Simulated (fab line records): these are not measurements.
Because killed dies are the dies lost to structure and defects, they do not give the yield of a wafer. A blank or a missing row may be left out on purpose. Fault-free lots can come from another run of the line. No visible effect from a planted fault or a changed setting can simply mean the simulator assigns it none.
Struck lot and sound lot, side by side ; flow nand-harc ; 11 out of 1302 route steps
Sound: wafers L985.2, L985.3, L985.5. Struck: wafer L976.1. (L976.2 of the same lot was not struck and is left out.) The cause comes at the end.
For every step that has rows: the tool of each side, followed by ch and its chambers, followed by its first start. Under that, the readings that differ: sound wafers ; struck wafers ; difference of the means ; sigmas: that difference in standard deviations of wafers without a fault.
alike: readings with means less than 2 such deviations apart, plus words and numbers identical on both sides. not compared: withheld readings, readings lacking a value on some wafer, bounds such as >300 that could conceal the same value, and numbers that have no deviation in the record and whose values overlap.
Wherever a step has rows on one side only, a row that says differs or no value, or a row with sigmas, the two part there. When numbers do not overlap yet have no deviation, they are printed without sigmas and do not part them. Lack of a reading on every wafer of one side parts them only where that side has two or more wafers.

NHARC_P_START_INSPECT_01:
  sound: defect-inspect-01 at day 8 12:02; struck: defect-inspect-02 at day 4 18:02
  alike: raw-defect-count
then, 7 steps without rows for these wafers: NHARC_P_ZERO_WELL_PRECLEAN_00 (cleans in SPM, time 600 s); NHARC_P_ZERO_WELL_SRD_01; NHARC_P_ZERO_WELL_PECVD_02 (deposits SiO2, target thk 10 nm); NHARC_P_ZERO_WELL_DEHYDRATE_03 (time 120 s); NHARC_P_ZERO_WELL_HMDS_04 (time 30 s); NHARC_P_ZERO_WELL_COAT_64 (time 65 s); NHARC_P_ZERO_WELL_COAT_05 (resist thk 600 nm).
NHARC_P_ZERO_WELL_SOFTBAKE_06: time 70 s.
  sound on litho-track-07 ch 0, day 8 12:00; struck on litho-track-05 ch 0, day 4 18:00
reading;sound;struck;difference;sigmas
heater-power-total-W (W);200.4 198.8 202.5;226.7;+26.1;+20
following that, these wafers have no rows for 1 step: NHARC_P_ZERO_WELL_EBR_07.
-- the record jumps here: 23 days lie between the struck wafers' starts before and after (it left off in module P_ZERO_WELL and takes up again in module END, whose first step shown is number 1302 of the route) --
NHARC_END_SORT_01:
  sound on prober-02 ch 0, day 30 14:46; struck on prober-02 ch 0, day 27 10:50
  alike: killed-at-array, killed-at-other, killed-at-periphery, killed-dies, killed-open, killed-short

WHERE THEY PART
At NHARC_P_ZERO_WELL_SOFTBAKE_06 and nowhere else, as far as this record goes. Later steps at which nothing parts them and some readings are alike: NHARC_END_SORT_01.

WHY: what had been put in by the simulator
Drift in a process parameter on litho-track-05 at NHARC_P_ZERO_WELL_SOFTBAKE_06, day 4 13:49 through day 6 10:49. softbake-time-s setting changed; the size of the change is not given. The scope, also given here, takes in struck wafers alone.
